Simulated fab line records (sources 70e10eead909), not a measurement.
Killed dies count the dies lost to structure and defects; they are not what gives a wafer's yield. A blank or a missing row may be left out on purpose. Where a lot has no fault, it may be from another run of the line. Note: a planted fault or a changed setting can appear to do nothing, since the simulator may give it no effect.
The tool behind it: which one? | flow nandHarc | 39 wafers from 13 lots sampled at 6 of the route's 1159 steps

== WHAT THE GAUGES READ, wafer by wafer ==
NHARC_P_ZERO_WELL_CD_MEAS_24 targets a cd of 720 nm. Usual: cdNm 720.4 nm, standard deviation 1.2.
lot  | measured    | on       | cdNm (nm)         | flag
L681 | day 1 14:28 | cdSem-03 | 719.5 719.9 720.7 | 
L682 | day 1 21:09 | cdSem-03 | 721.9 721.2 722.6 | 
L684 | day 2 08:38 | cdSem-02 | - - -             | OFF
L690 | day 3 20:28 | cdSem-01 | 720.0 718.5 719.2 | 
L691 | day 4 02:22 | cdSem-03 | 720.6 720.4 719.1 | 
L693 | day 4 14:42 | cdSem-01 | 718.9 719.5 720.6 | 
L694 | day 4 20:28 | cdSem-03 | 718.6 718.7 720.3 | 
L696 | day 5 08:34 | cdSem-03 | 719.2 718.3 719.2 | 
L698 | day 5 20:36 | cdSem-01 | 720.2 719.9 720.1 | 
L701 | day 6 14:28 | cdSem-02 | 718.8 720.3 719.8 | 
L702 | day 6 20:40 | cdSem-02 | 722.7 721.0 720.3 | 
L703 | day 7 02:37 | cdSem-03 | 721.1 719.2 722.4 | 
L704 | day 7 08:23 | cdSem-03 | 720.1 718.6 721.2 | 

NHARC_P_ZERO_WELL_INSPECT_43. Usual: rawDefectCount 13, standard deviation 6.5.
lot  | measured    | on               | rawDefectCount | flag
L681 | day 1 19:26 | defectInspect-02 | 16 11 8        | 
L682 | day 2 02:16 | defectInspect-01 | 11 10 13       | 
L684 | day 2 13:35 | defectInspect-01 | 15 18 17       | 
L690 | day 4 01:26 | defectInspect-01 | 11 12 10       | 
L691 | day 4 07:23 | defectInspect-01 | 12 21 13       | 
L693 | day 4 19:32 | defectInspect-02 | 7 15 14        | 
L694 | day 5 01:32 | defectInspect-01 | 17 14 9        | 
L696 | day 5 13:31 | defectInspect-02 | 22 20 43       | 
L698 | day 6 01:35 | defectInspect-02 | 13 10 7        | 
L701 | day 6 19:38 | defectInspect-02 | 16 4 15        | 
L702 | day 7 01:47 | defectInspect-01 | 2 11 11        | 
L703 | day 7 07:36 | defectInspect-02 | 8 14 3         | 
L704 | day 7 13:30 | defectInspect-01 | 16 17 15       | 

NHARC_P_STI_OVL_MEAS_10. Usual: overlayXNm 0 nm, standard deviation 6; overlayYNm 1 nm, standard deviation 5.8.
lot  | measured    | on         | overlayXNm (nm) | overlayYNm (nm) | flag
L681 | day 2 13:11 | overlay-02 | 3 3 4           | -1 -1 -2        | 
L682 | day 3 01:49 | overlay-02 | 10 9 9          | 3 4 4           | 
L690 | day 4 19:47 | overlay-02 | -7 -7 -8        | 2 1 2           | 
L691 | day 4 19:58 | overlay-01 | 1 1 1           | -2 -2 -2        | 
L693 | day 5 11:06 | overlay-01 | -1 -2 -1        | 6 5 5           | 
L694 | day 5 17:02 | overlay-02 | -7 -7 -7        | -2 -1 -2        | 
L696 | day 6 03:16 | overlay-01 | -5 -5 -5        | -2 -2 -2        | 
L698 | day 6 19:40 | overlay-02 | 2 2 2           | -10 -11 -11     | 
L701 | day 7 08:05 | overlay-01 | 13 12 13        | -1 -1 -1        | 
L702 | day 7 17:36 | overlay-01 | -7 -7 -7        | 1 1 1           | 
L703 | day 8 01:26 | overlay-01 | 0 0 0           | -7 -7 -6        | 
L704 | day 8 01:16 | overlay-01 | 2 3 2           | 4 4 4           | 

NHARC_END_SORT_01. Usual: killedAtArray 27, standard deviation 11; killedAtOther 0.7, standard deviation 0.93; killedAtPeriphery 2.9, standard deviation 1.9; killedDies 30, standard deviation 11; killedOpen 3.1, standard deviation 1.7; killedShort 1.9, standard deviation 1.3.
lot  | measured     | on        | killedAtArray | killedAtOther | killedAtPeriphery | killedDies  | killedOpen | killedShort | flag
L684 | day 19 06:07 | prober-01 | 21 8 19       | 1 0 0         | 655 669 658       | 677 677 677 | 5 3 1      | 4 1 0       | OFF

== WHICH TOOL RAN EACH LOT (tool, then ch and the chambers of the sampled wafers, then the start) ==
lot  | NHARC_P_ZERO_WELL_EXPOSE_21     | NHARC_P_ZERO_WELL_RTA_42
L681 | krfScanner-04 ch 0, day 1 14:18 | rtpAnneal-02 ch 0, day 1 18:46
L682 | krfScanner-02 ch 0, day 1 20:59 | rtpAnneal-01 ch 0, day 2 01:42
L684 | krfScanner-02 ch 0, day 2 08:28 | rtpAnneal-02 ch 0, day 2 13:08
L690 | krfScanner-04 ch 0, day 3 20:19 | rtpAnneal-02 ch 0, day 4 00:52
L691 | krfScanner-04 ch 0, day 4 02:13 | rtpAnneal-02 ch 0, day 4 06:41
L693 | krfScanner-04 ch 0, day 4 14:32 | rtpAnneal-02 ch 0, day 4 18:52
L694 | krfScanner-02 ch 0, day 4 20:19 | rtpAnneal-01 ch 0, day 5 00:52
L696 | krfScanner-02 ch 0, day 5 08:25 | rtpAnneal-01 ch 0, day 5 12:50
L698 | krfScanner-01 ch 0, day 5 20:27 | rtpAnneal-02 ch 0, day 6 01:01
L701 | krfScanner-02 ch 0, day 6 14:19 | rtpAnneal-01 ch 0, day 6 19:15
L702 | krfScanner-01 ch 0, day 6 20:31 | rtpAnneal-02 ch 0, day 7 01:13
L703 | krfScanner-02 ch 0, day 7 02:28 | rtpAnneal-02 ch 0, day 7 07:08
L704 | krfScanner-02 ch 0, day 7 08:14 | rtpAnneal-02 ch 0, day 7 13:02
- NHARC_P_ZERO_WELL_EXPOSE_21: exposes mask P NWELL, target cd 720 nm.
- NHARC_P_ZERO_WELL_RTA_42: time 300 s.

== AS READ BY THE TOOLS THEMSELVES (means over the sampled wafers that have a number; for cases with no such wafer, the mark the record gives instead) ==
NHARC_P_ZERO_WELL_RTA_42. Usual: lampPowerPct 34.7 %, standard deviation 2.1; wafer_temp_C_max 1104.3, standard deviation 2.1.
lot  | tool         | lampPowerPct (%) | wafer_temp_C_max | flag
L681 | rtpAnneal-02 | 33.1             | 1103.2           | 
L682 | rtpAnneal-01 | 37.4             | 1107.4           | 
L684 | rtpAnneal-02 | 33.0             | 1102.7           | 
L690 | rtpAnneal-02 | 33.1             | 1103.1           | 
L691 | rtpAnneal-02 | 33.2             | 1103.3           | 
L693 | rtpAnneal-02 | 33.2             | 1102.4           | 
L694 | rtpAnneal-01 | 37.4             | 1106.5           | 
L696 | rtpAnneal-01 | 37.3             | 1107.3           | 
L698 | rtpAnneal-02 | 33.2             | 1103.3           | 
L701 | rtpAnneal-01 | 37.5             | 1105.9           | 
L702 | rtpAnneal-02 | 33.2             | 1102.2           | 
L703 | rtpAnneal-02 | 33.2             | 1101.9           | 
L704 | rtpAnneal-02 | 33.2             | 1102.9           | 

== THE ANSWER, worked out from the rows above alone ==
Rule: a lot counts as off when the mean over its wafers that have a number is more than 3 standard deviations away from the usual mean. A lot without any number at a reading at which 4 lots or more have one is off too. Any other lot the step has rows for is counted as sound. After the gauges, taken in route order, come the tools' own readings; for these a lot's mean is taken, as printed above. The first step at which some lot is off is used, and at that step the reading that is off furthest; a lot without a number counts as furthest.
Off at NHARC_P_ZERO_WELL_CD_MEAS_24 (cdNm): L684. Without a number there: L684.
If a tool, at a process step before that reading, ran all the lots that are off and no sound lot after the first of them, it fits. The gauges at NHARC_P_ZERO_WELL_CD_MEAS_24 aren't tried: what is off there is off at NHARC_END_SORT_01 too, on other tools, and a gauge's error can't cause that. Of those tried, none fits.

== WHAT THE SIMULATOR HAD PUT IN ==
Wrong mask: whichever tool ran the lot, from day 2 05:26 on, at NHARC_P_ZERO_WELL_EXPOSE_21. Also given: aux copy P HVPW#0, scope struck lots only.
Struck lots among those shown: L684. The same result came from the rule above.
